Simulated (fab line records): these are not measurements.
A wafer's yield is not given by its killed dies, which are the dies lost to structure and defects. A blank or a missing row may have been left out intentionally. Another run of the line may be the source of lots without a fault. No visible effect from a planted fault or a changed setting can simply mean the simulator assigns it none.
fab line records	flow nand_harc
[record] lots = 12	wafers = 36	last_day = 30
route steps=1302 shown A_M1@1192 A_BONDPAD@1223 THIN_TSV@1296 END@1302
lots with no fault: from the same line, run without faults
start_h: hours from the record's first day to the start of the lot's first wafer shown	wait_h: time in hours since the lot's previous step	" the same as in the row above	L1.1+2: a single row standing in for several wafers	- no value, or no start given	* or withheld: withheld	< > ~ a bound
route shown NAME@n: NAME is a module with steps in the file, n the number in the route of the first one	usual: mean/standard deviation taken from wafers without a fault	same: alike in all rows	chamber/n: place in a boat	sites: the reading at each site	_std_site: their standard deviation	_edge_site: outer sites' mean less inner sites'	radius_mm: for every site, how far away it sits from the centre of the wafer	mask NAME#n: copy n	behind: the tool/chamber that last shaped the wafer	hold: cause of the lot's hold/its duration in hours/its outcome	device: whichever transistor did not switch (one of n, p or np)	end of line: tests run on the same wafers once the route is complete	for a step that has no rows: nothing shown but its recipe	killed: at the first sort, the dies lost to defects and structure; wafer yield is something else	map: a wafer's dies, x killed, . not, _ none there
set.NAME: the setting that was run; set.NAME@STEP: the one run at that earlier step	model.NAME: the simulator's own value behind a step, which no gauge read
the route's steps for a sample of lots (tables are steps, rows are wafers)
services: the hour from which a tool's chamber was out of use, counted from the record's first day as start_h (under 0 if before that day), plus the number of hours and why
[[steps]]
[step NHARC_A_M1_PVD_21]
[recipe] target_thk_a = 300	chamber_pressure_pa = 5	power_w = 5000	substrate_temp_c = 30	time_s = 20.49	material = Cu
[usual] throttle_valve_pct = 30.2/1.2
lot.wafer	tool	chamber	start_h	wait_h	throttle_valve_pct
L170.3	pvd_sputter-01	-	532.85	-	30.3
L170.2	"	-	"	"	29.6
L170.6	"	-	"	"	29.5
L175.2	pvd_sputter-02	-	550.30	-	30.8
L175.4	"	-	"	"	28.0
L175.1	"	-	"	"	29.4
L173.3	pvd_sputter-01	-	553.01	-	30.2
L173.4	"	-	"	"	29.8
L173.6	"	-	"	"	29.7
L172.4	pvd_sputter-02	-	558.10	-	32.0
L172.1	"	-	"	"	28.3
L172.3	"	-	"	"	29.7
L174.4	pvd_sputter-03	-	558.55	-	31.8
L174.1	"	-	"	"	32.2
L174.6	"	-	"	"	29.6
L176.4	pvd_sputter-03	-	572.97	-	32.4
L176.5	"	-	"	"	32.0
L176.6	"	-	"	"	29.7
L179.3	pvd_sputter-01	-	619.24	-	30.2
L179.2	"	-	"	"	29.9
L179.4	"	-	"	"	28.7
L182.3	pvd_sputter-01	-	631.70	-	30.4
L182.4	"	-	"	"	28.6
L182.5	"	-	"	"	30.1
L181.3	pvd_sputter-01	-	633.28	-	30.2
L181.2	"	-	"	"	30.0
L181.6	"	-	"	"	29.7
L183.4	pvd_sputter-01	-	656.65	-	28.7
L183.2	"	-	"	"	30.4
L183.5	"	-	"	"	30.2
L185.2	pvd_sputter-01	-	669.37	-	30.3
L185.1	"	-	"	"	29.7
L185.3	"	-	"	"	28.4
L186.1	pvd_sputter-01	-	688.24	-	29.6
L186.6	"	-	"	"	28.7
L186.5	"	-	"	"	30.1
[step NHARC_A_BONDPAD_ETCH_24]
[recipe] target_depth_a = 300	over_etch_frac = 0.3	time_s = 72.99	ion_energy_ev = 150	cf4_flow_sccm = 50	n2_flow_sccm = 100	ar_flow_sccm = 150	rf_w = 300	bias_w = 100	chemistry = CF4/N2
[usual] drypump_motor_current_A = 5.7/0.49	oes_product_au = 0.997/0.0089	rf_vpp_V = 313.8/1.5	showerhead_plenum_p_Torr = 2.60/0.078	throttle_valve_pct = 19.796/0.0083
lot.wafer	tool	chamber	start_h	wait_h	drypump_motor_current_A	oes_product_au	rf_hours_counter_h	rf_vpp_V	showerhead_plenum_p_Torr	throttle_valve_pct
L170.2	rie_diel-03	3	-	-	5.0	0.999	3	314.9	2.68	19.787
L170.3	"	1	"	"	5.7	1.000	2	315.0	2.67	19.804
L170.6	"	3	"	"	5.0	1.002	-	314.3	2.68	19.805
L175.1	rie_diel-03	3	-	-	5.0	0.992	3	314.7	2.68	19.795
L175.2	"	1	"	"	5.7	0.977	3	315.1	2.67	19.774
L175.4	"	2	"	"	5.0	0.987	3	312.2	2.52	19.807
L173.4	rie_diel-03	0	-	-	6.0	0.995	3	313.7	2.58	19.787
L173.3	"	1	"	"	5.7	0.989	3	316.1	2.67	19.791
L173.6	"	0	"	"	6.0	0.989	-	312.8	2.58	19.802
L172.1	rie_diel-07	2	-	-	5.9	0.994	22	314.3	2.58	19.792
L172.3	"	3	"	"	6.1	1.007	24	313.3	2.51	19.817
L172.4	"	1	"	"	5.7	1.004	19	313.1	2.55	19.808
L174.4	rie_diel-03	3	-	-	4.9	0.998	3	315.3	2.68	19.792
L174.1	"	1	"	"	5.7	0.984	3	313.3	2.67	19.803
L174.6	"	2	"	"	5.0	1.015	-	312.6	2.52	19.802
L176.4	rie_diel-01	2	-	-	5.9	1.005	1	315.7	2.72	19.789
L176.6	"	2	"	"	5.8	1.006	-	317.4	2.72	19.802
L176.5	"	3	"	"	5.5	1.003	-	312.6	2.49	19.802
L179.3	rie_diel-07	2	-	-	5.9	1.001	44	312.7	2.57	19.791
L179.4	"	3	"	"	6.1	1.001	51	311.7	2.50	19.782
L179.2	"	0	"	"	6.5	1.004	42	315.0	2.74	19.794
L182.3	rie_diel-07	0	-	-	6.5	0.999	46	315.8	2.74	19.794
L182.4	"	2	"	"	5.9	0.986	46	312.2	2.57	19.800
L182.5	"	0	"	"	6.5	1.005	-	316.1	2.74	19.798
L181.2	rie_diel-01	1	-	-	5.3	1.007	6	316.1	2.66	19.804
L181.3	"	0	"	"	6.5	1.007	12	313.2	2.61	19.788
L181.6	"	2	"	"	5.9	1.006	-	315.5	2.71	19.816
L183.4	rie_diel-03	3	-	-	5.0	0.995	1	315.1	2.68	19.788
L183.2	"	0	"	"	6.0	0.983	1	312.5	2.58	19.786
L183.5	"	1	"	"	5.7	0.990	-	312.9	2.67	19.794
L185.1	rie_diel-03	1	-	-	5.7	0.986	1	314.4	2.67	19.801
L185.2	"	3	"	"	5.0	0.991	1	314.8	2.67	19.783
L186.1	rie_diel-03	0	-	-	6.0	0.990	2	314.3	2.58	19.785
L186.5	"	2	"	"	5.0	0.991	-	312.0	2.52	19.795
[step NHARC_A_BONDPAD_DEGAS_25]
[recipe] temp_c = 300	time_s = 60
[usual] heater_power_w = 452/43
lot.wafer	tool	chamber	start_h	wait_h	heater_power_w
L170.2	pvd_sputter-02	-	537.12	-	536
L170.3	"	-	"	"	484
L170.6	"	-	"	"	461
L175.1	pvd_sputter-02	-	554.58	-	471
L175.4	"	-	"	"	387
L175.2	"	-	"	"	471
L173.3	pvd_sputter-01	-	557.29	-	447
L173.4	"	-	"	"	441
L173.6	"	-	"	"	489
L172.3	pvd_sputter-01	-	562.65	-	430
L172.1	"	-	"	"	449
L172.4	"	-	"	"	446
L174.4	pvd_sputter-02	-	562.99	-	526
L174.1	"	-	"	"	380
L174.6	"	-	"	"	545
L176.4	pvd_sputter-02	-	577.25	-	388
L176.5	"	-	"	"	480
L176.6	"	-	"	"	380
L179.3	pvd_sputter-02	-	623.66	-	487
L179.2	"	-	"	"	392
L179.4	"	-	"	"	483
L182.4	pvd_sputter-01	-	636.48	-	519
L182.3	"	-	"	"	475
L182.5	"	-	"	"	436
L181.2	pvd_sputter-03	-	637.85	-	411
L181.3	"	-	"	"	429
L181.6	"	-	"	"	482
L183.4	pvd_sputter-03	-	661.20	-	491
L183.2	"	-	"	"	408
L183.5	"	-	"	"	506
L185.1	pvd_sputter-03	-	674.15	-	410
L185.2	"	-	"	"	426
L186.1	pvd_sputter-03	-	693.06	-	432
L186.5	"	-	"	"	412
[step NHARC_THIN_TSV_STRIP_56]
[recipe] power_w = 1500	temp_c = 250	chemistry = O2
[usual] drypump_motor_current_A = 5.4/0.32	heater_power_w = 309/21
lot.wafer	tool	chamber	start_h	wait_h	drypump_motor_current_A	heater_power_w	rf_hours_counter_h
L170.2	plasma_asher-02	1	557.58	0.1	4.9	320	25
L170.3	"	1	"	"	4.9	318	-
L170.6	"	0	"	"	5.6	278	-
L175.1	plasma_asher-01	1	575.34	0.1	5.7	338	9
L175.2	"	0	"	"	5.4	288	9
L175.4	"	0	"	"	5.4	293	-
L173.3	plasma_asher-02	0	577.09	0.2	5.7	281	-
L173.4	"	1	"	"	4.9	321	-
L173.6	"	1	"	"	4.9	315	-
L174.1	plasma_asher-01	0	585.31	0.1	5.4	297	11
L174.4	"	1	"	"	5.7	340	-
L174.6	"	1	"	"	5.7	336	-
L172.1	plasma_asher-02	1	586.56	0.1	4.9	319	32
L172.3	"	1	"	"	4.9	318	-
L172.4	"	0	"	"	5.6	282	-
L176.4	plasma_asher-01	0	601.29	0.2	5.4	302	-
L176.6	"	0	"	"	5.4	298	-
L176.5	"	1	"	"	5.7	341	-
L179.2	plasma_asher-01	0	643.71	0.1	5.4	300	24
L179.3	"	0	"	"	5.4	293	-
L179.4	"	1	"	"	5.7	336	-
L181.2	plasma_asher-01	0	656.85	0.1	5.4	292	28
L181.3	"	0	"	"	5.4	293	-
L181.6	"	0	"	"	5.4	304	-
L182.4	plasma_asher-01	1	658.19	0.2	5.7	338	-
L182.3	"	0	"	"	5.4	297	-
L182.5	"	1	"	"	5.7	344	-
L183.2	plasma_asher-02	1	684.98	0.1	4.9	329	13
L183.4	"	0	"	"	5.7	287	-
L183.5	"	1	"	"	4.9	321	-
L185.2	plasma_asher-02	0	697.02	0.1	5.6	285	16
L185.1	"	1	"	"	4.9	325	16
L186.1	plasma_asher-01	1	713.38	0.1	5.7	326	1
L186.5	"	0	"	"	5.4	287	-
[step NHARC_END_SORT_01]
[recipe] temp_c = 25
[usual] defect_limited_yield = 92.9/2.4	killed_at_array = 44/16	killed_at_other = 0.6/1.1	killed_at_periphery = 3.9/2.6	killed_dies = 48/16	killed_open = 3.1/1.9	killed_short = 2.4/1.8	sort_bin_2_pct = 2.6/1	sort_bin_3_pct = 0.6/0.39	sort_bin_4_pct = 4.0/1.4	sort_n_pass = 629/16	sort_rim_yield_pct = 89/4.3	sort_yield_pct = 92.9/2.4
[same] gross_dies = 677	sort_bin_5_pct[%] = 0	sort_bin_6_pct[%] = 0	sort_bin_7_pct[%] = 0	sort_bin_8_pct[%] = 0	sort_rim_n_gross = 106.00
lot.wafer	tool	chamber	start_h	wait_h	hold	defect_limited_yield[%]	killed_at_array	killed_at_other	killed_at_periphery	killed_dies	killed_open	killed_short	sort_bin_2_pct[%]	sort_bin_3_pct[%]	sort_bin_4_pct[%]	sort_n_pass	sort_rim_yield_pct[%]	sort_yield_pct[%]
L170.2	prober-02	0	566.69	2.8	-	90.4	60	2	3	65	4	1	3.0	0.7	5.9	612	94	90.4
L170.3	prober-02	0	567.49	3.1	-	91.6	56	0	1	57	3	3	2.4	0.7	5.3	620	94	91.6
L170.6	prober-02	0	569.90	4.0	-	92.8	46	1	2	49	3	2	1.8	0.4	5.0	628	96	92.8
L172.1	prober-01	0	593.75	2.5	-	88.2	77	0	3	80	4	3	4.6	1.8	5.5	597	90	88.2
L172.3	prober-01	0	595.38	3.1	-	91.3	49	1	9	59	7	2	3.2	0.7	4.7	618	78	91.3
L172.4	prober-01	0	596.20	3.4	-	87.9	78	0	4	82	1	5	4.9	0.7	6.5	595	93	87.9
L174.1	prober-02	0	593.81	2.5	-	97.3	18	0	0	18	2	0	1.0	0.3	1.3	659	97	97.3
L174.4	prober-02	0	596.24	3.4	-	96.8	17	0	5	22	2	2	0.7	0.1	2.4	655	94	96.8
L174.6	prober-02	0	597.87	4.1	-	96.9	18	0	3	21	5	3	1.0	0.1	1.9	656	93	96.9
L176.4	prober-01	0	612.96	3.4	-	91.3	59	0	0	59	2	0	2.5	0.7	5.5	618	91	91.3
L176.5	prober-01	0	613.75	3.7	-	91.6	53	1	3	57	3	2	4.0	0.4	4.0	620	81	91.6
L176.6	prober-01	0	614.54	4.0	-	90.8	58	1	3	62	4	2	2.4	0.6	6.2	615	92	90.8
L181.2	prober-02	0	668.67	2.8	-	93.5	39	2	3	44	1	2	2.1	0.3	4.1	633	82	93.5
L181.3	prober-02	0	669.47	3.1	-	92.9	45	0	3	48	4	0	3.0	0.6	3.5	629	86	92.9
L181.6	prober-02	0	671.87	4.0	-	93.2	41	2	3	46	5	0	2.2	0.3	4.3	631	94	93.2
L182.3	prober-01	0	669.47	3.1	-	97.2	18	1	0	19	1	1	1.2	0	1.6	658	92	97.2
L182.4	prober-01	0	670.27	3.4	-	94.8	30	3	2	35	8	7	1.2	0.3	3.7	642	91	94.8
L182.5	prober-01	0	671.06	3.7	-	96.3	24	0	1	25	6	2	1.0	0.1	2.5	652	95	96.3
L185.1	prober-01	0	704.10	2.5	await_dispo/1.5h/release	93.9	32	1	8	41	3	2	2.4	0.3	3.4	636	89	93.9
L185.2	prober-01	0	704.90	2.8	await_dispo/1.5h/release	93.8	36	0	6	42	2	1	1.8	0.4	4.0	635	88	93.8
L185.3	prober-01	0	705.71	3.1	await_dispo/1.5h/release	0	674	0	3	677	0	0	97.2	0.4	2.4	0	0	0
L186.1	prober-01	0	721.70	2.5	await_dispo/1.2h/release	88.9	66	1	8	75	0	2	4.1	1.3	5.6	602	91	88.9
L186.5	prober-01	0	724.97	3.8	await_dispo/1.2h/release	88.2	70	0	10	80	2	4	3.5	1.3	6.9	597	88	88.2
L186.6	prober-01	0	725.78	4.1	await_dispo/1.2h/release	0	673	0	4	677	5	2	91.6	1.5	6.9	0	0	0
// killed by level:class
L170.2 A_CHANNEL_HOLE_D1:chamber_film_flake=37 A_STAIRCASE:chamber_film_flake=9 A_CHANNEL_HOLE_D2:chamber_film_flake=4 A_DECK1_JOINT:chamber_film_flake=2 A_CHANNEL_FILL_D2:chamber_film_flake=2 A_CONTACT:chamber_film_flake=2 THIN_TSV:chamber_film_flake=2 P_CONTACT:geometric_particle:open=1
L170.3 A_CHANNEL_HOLE_D1:chamber_film_flake=30 A_STAIRCASE:chamber_film_flake=8 A_CHANNEL_HOLE_D2:chamber_film_flake=5 A_CONTACT:chamber_film_flake=3 A_CHANNEL_FILL_D1:geometric_particle:open=2 A_CHANNEL_FILL_D2:chamber_film_flake=2 A_SOURCE_PLATE:geometric_particle:open=1 A_SGD_CUT:geometric_particle:short=1
L170.6 A_CHANNEL_HOLE_D1:chamber_film_flake=33 A_STAIRCASE:chamber_film_flake=5 P_GATE:geometric_particle:open=1 A_DECK1_JOINT:geometric_particle:short=1 A_ONON_D2:geometric_particle:short=1 A_ONON_D2:geometric_particle:open=1 A_WL_FILL:geometric_particle:open=1 P_ZERO_WELL:chamber_film_flake=1
L172.1 A_CHANNEL_HOLE_D1:chamber_film_flake=26 A_CHANNEL_HOLE_D2:chamber_film_flake=25 A_SLIT:chamber_film_flake=14 A_CONTACT:chamber_film_flake=4 A_BLC:geometric_particle:open=2 P_M0:geometric_particle:short=1 A_ONON_D1:geometric_particle:short=1 A_CHANNEL_FILL_D2:geometric_particle:open=1
L174.1 A_CHANNEL_HOLE_D2:chamber_film_flake=6 A_CONTACT:chamber_film_flake=4 A_CHANNEL_HOLE_D1:chamber_film_flake=3 A_STAIRCASE:chamber_film_flake=3 A_BLC:geometric_particle:open=1 A_M1:geometric_particle:open=1
L172.3 A_SLIT:chamber_film_flake=15 A_CHANNEL_HOLE_D2:chamber_film_flake=14 A_CHANNEL_HOLE_D1:chamber_film_flake=9 P_GATE:chamber_film_flake=6 A_CONTACT:geometric_particle:open=2 A_CONTACT:chamber_film_flake=2 P_GATE:geometric_particle:open=1 A_CHANNEL_HOLE_D1:geometric_particle:open=1
L172.4 A_CHANNEL_HOLE_D2:chamber_film_flake=28 A_CHANNEL_HOLE_D1:chamber_film_flake=20 A_SLIT:chamber_film_flake=18 A_CONTACT:chamber_film_flake=4 A_CHANNEL_FILL_D2:geometric_particle:short=2 A_SOURCE_PLATE:geometric_particle:open=1 A_SOURCE_PLATE:geometric_particle:short=1 A_CHANNEL_FILL_D1:geometric_particle:short=1
L174.4 A_CHANNEL_HOLE_D2:chamber_film_flake=9 A_WL_FILL:chamber_film_flake=3 P_GATE:chamber_film_flake=2 A_ZERO_WELL:chamber_film_flake=2 P_CONTACT:geometric_particle:short=1 P_CONTACT:chamber_film_flake=1 P_M1:geometric_particle:open=1 A_ONON_D2:geometric_particle:short=1
L174.6 A_CHANNEL_HOLE_D2:chamber_film_flake=8 A_M0:geometric_particle:open=2 A_CONTACT:chamber_film_flake=2 P_CONTACT:geometric_particle:open=1 P_CONTACT:geometric_particle:short=1 A_SOURCE_PLATE:geometric_particle:open=1 A_ONON_D1:geometric_particle:open=1 A_ONON_D2:geometric_particle:short=1
L176.4 A_CHANNEL_HOLE_D2:chamber_film_flake=39 A_SLIT:chamber_film_flake=14 A_WL_FILL:chamber_film_flake=3 A_M0:geometric_particle:open=1 A_M1:geometric_particle:open=1 A_STAIRCASE:chamber_film_flake=1
L176.5 A_CHANNEL_HOLE_D2:chamber_film_flake=25 A_SLIT:chamber_film_flake=17 A_STAIRCASE:chamber_film_flake=5 A_CONTACT:chamber_film_flake=2 P_CONTACT:geometric_particle:short=1 P_CONTACT:geometric_particle:open=1 A_CHANNEL_HOLE_D1:geometric_particle:open=1 A_BLC:chamber_film_flake=1
L176.6 A_CHANNEL_HOLE_D2:chamber_film_flake=35 A_SLIT:chamber_film_flake=13 A_STAIRCASE:chamber_film_flake=3 P_M0:geometric_particle:open=2 P_M0:geometric_particle:short=1 A_CHANNEL_FILL_D1:geometric_particle:short=1 A_ONON_D2:geometric_particle:open=1 A_CHANNEL_FILL_D2:geometric_particle:open=1
L181.2 A_SLIT:chamber_film_flake=14 A_CHANNEL_HOLE_D2:chamber_film_flake=12 A_STAIRCASE:chamber_film_flake=5 P_ZERO_WELL:chamber_film_flake=2 THIN_TSV:chamber_film_flake=2 P_M0:geometric_particle:open=1 A_SOURCE_PLATE:geometric_particle:short=1 A_M1:geometric_particle:short=1
L182.3 A_CHANNEL_HOLE_D1:chamber_film_flake=5 A_STAIRCASE:chamber_film_flake=4 A_SLIT:chamber_film_flake=2 A_WL_FILL:chamber_film_flake=2 A_CHANNEL_FILL_D2:geometric_particle:short=1 STARTING-WAFER:geometric_particle:open=1 A_ZERO_WELL:chamber_film_flake=1 A_CHANNEL_FILL_D1:chamber_film_flake=1
L181.3 A_SLIT:chamber_film_flake=16 A_CHANNEL_HOLE_D2:chamber_film_flake=8 A_CHANNEL_HOLE_D1:chamber_film_flake=7 A_STAIRCASE:chamber_film_flake=6 P_ZERO_WELL:chamber_film_flake=2 A_CONTACT:chamber_film_flake=2 P_CONTACT:geometric_particle:open=1 A_ONON_D2:geometric_particle:open=1
L182.4 A_CHANNEL_HOLE_D1:chamber_film_flake=6 A_CHANNEL_FILL_D1:chamber_film_flake=3 A_CHANNEL_FILL_D1:geometric_particle:short=2 A_ONON_D2:geometric_particle:short=2 A_CHANNEL_HOLE_D2:chamber_film_flake=2 A_STAIRCASE:chamber_film_flake=2 A_SLIT:chamber_film_flake=2 A_CONTACT:chamber_film_flake=2
L182.5 A_CHANNEL_HOLE_D1:chamber_film_flake=6 A_CONTACT:chamber_film_flake=6 A_SLIT:chamber_film_flake=3 A_STAIRCASE:chamber_film_flake=2 P_M1:geometric_particle:short=1 A_SOURCE_PLATE:geometric_particle:open=1 A_ONON_D1:geometric_particle:open=1 A_ONON_D1:geometric_particle:short=1
L181.6 A_SLIT:chamber_film_flake=15 A_CHANNEL_HOLE_D2:chamber_film_flake=6 A_CONTACT:chamber_film_flake=6 A_STAIRCASE:chamber_film_flake=5 A_CHANNEL_HOLE_D1:chamber_film_flake=3 P_ZERO_WELL:chamber_film_flake=2 THIN_TSV:chamber_film_flake=2 P_M0:geometric_particle:open=1
L185.1 A_SLIT:chamber_film_flake=18 A_CHANNEL_HOLE_D1:chamber_film_flake=6 P_CONTACT:chamber_film_flake=4 A_M0:geometric_particle:open=2 A_CONTACT:chamber_film_flake=2 P_CONTACT:geometric_particle:open=1 P_M1:geometric_particle:short=1 A_CHANNEL_FILL_D1:geometric_particle:short=1
L185.2 A_SLIT:chamber_film_flake=22 P_CONTACT:chamber_film_flake=6 A_CHANNEL_HOLE_D1:chamber_film_flake=4 A_CONTACT:chamber_film_flake=3 A_STAIRCASE:chamber_film_flake=2 A_SOURCE_PLATE:geometric_particle:open=1 A_ONON_D2:geometric_particle:short=1 A_SGD_CUT:geometric_particle:open=1
L185.3 A_M1:area_pvd=649 A_SLIT:chamber_film_flake=13 A_CHANNEL_FILL_D2:chamber_film_flake=4 A_CHANNEL_HOLE_D1:chamber_film_flake=3 A_DECK1_JOINT:chamber_film_flake=2 P_CONTACT:chamber_film_flake=2 P_STI:chamber_film_flake=1 A_ZERO_WELL:chamber_film_flake=1
L186.1 A_CHANNEL_HOLE_D1:chamber_film_flake=29 A_STAIRCASE:chamber_film_flake=14 A_SLIT:chamber_film_flake=12 A_CHANNEL_HOLE_D2:chamber_film_flake=9 P_M1:chamber_film_flake=4 P_STI:chamber_film_flake=2 P_CONTACT:chamber_film_flake=2 A_CHANNEL_FILL_D2:geometric_particle:short=1
L186.5 A_CHANNEL_HOLE_D1:chamber_film_flake=31 A_SLIT:chamber_film_flake=13 A_CHANNEL_HOLE_D2:chamber_film_flake=10 A_STAIRCASE:chamber_film_flake=7 P_M1:chamber_film_flake=4 A_CONTACT:chamber_film_flake=3 P_STI:chamber_film_flake=2 P_CONTACT:chamber_film_flake=2
L186.6 A_M1:area_pvd=604 A_CHANNEL_HOLE_D1:chamber_film_flake=19 A_SLIT:chamber_film_flake=13 A_CHANNEL_HOLE_D2:chamber_film_flake=11 A_STAIRCASE:chamber_film_flake=10 A_CONTACT:chamber_film_flake=4 P_M1:chamber_film_flake=3 A_M0:chamber_film_flake=3
[[services]]
tool	chamber	start_h	hours	kind
plasma_asher-01	-	519.04	9.0	pm
plasma_asher-01	0	519.04	9.0	vent_cycle
pvd_sputter-03	-	526.06	10.0	pm
pvd_sputter-02	-	544.66	4.3	repair
rie_diel-07	-	550.42	0.9	repair
rie_diel-01	-	558.11	9.0	pm
rie_diel-07	0	562.55	12.0	repair
pvd_sputter-01	-	582.04	10.0	pm
plasma_asher-02	-	595.85	0.7	repair
plasma_asher-01	-	597.77	0.4	repair
rie_diel-01	3	601.55	3.7	repair
rie_diel-01	1	604.61	18.3	repair
plasma_asher-02	-	608.39	9.0	pm
rie_diel-03	-	635.31	9.0	pm
pvd_sputter-02	-	638.06	10.0	pm
pvd_sputter-01	-	638.48	5.0	repair
rie_diel-07	-	648.23	9.0	pm
plasma_asher-02	-	649.70	1.8	repair
pvd_sputter-01	-	672.18	4.0	repair
pvd_sputter-03	-	675.07	9.9	repair
plasma_asher-01	-	680.66	3.0	repair
plasma_asher-01	-	696.04	9.0	pm
pvd_sputter-03	-	704.06	10.0	pm
pvd_sputter-02	-	713.26	3.9	repair
[[key]]
[first_sign] step = NHARC_END_SORT_01	reading = sort_bin_2_pct	direction = up	sigmas = 88	usual = 2.6	struck = 94.4
[effect] step = NHARC_END_SORT_01	reading = killed_at_array	direction = up	sigmas = 40	usual = 44	struck = 674
[more_kills_born_at] NHARC_A_M1_PVD_21@pvd_sputter-01 = 1253
met_at NHARC_A_M1_PVD_21
struck_lots L185,L186
struck_wafers L185.3,L186.6
later_rows_left_out L185.3,L186.6
not_acting_at NHARC_A_BONDPAD_ETCH_24,NHARC_A_BONDPAD_DEGAS_25,NHARC_THIN_TSV_STRIP_56
onset_between 656.65 669.37
[fault] kind = process_parameter_drift	tool = pvd_sputter-01	chamber = -	onset_h = 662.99	steps = NHARC_A_M1_PVD_21	channel = target_thk_a	offset = *	shape = step	end_h = 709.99	acts_in = *	stated = *	scope = struck_wafers_only
// later_rows_left_out: the simulator's readings of these wafers behind a module that went badly wrong aren't trusted and aren't shown, but for the sort
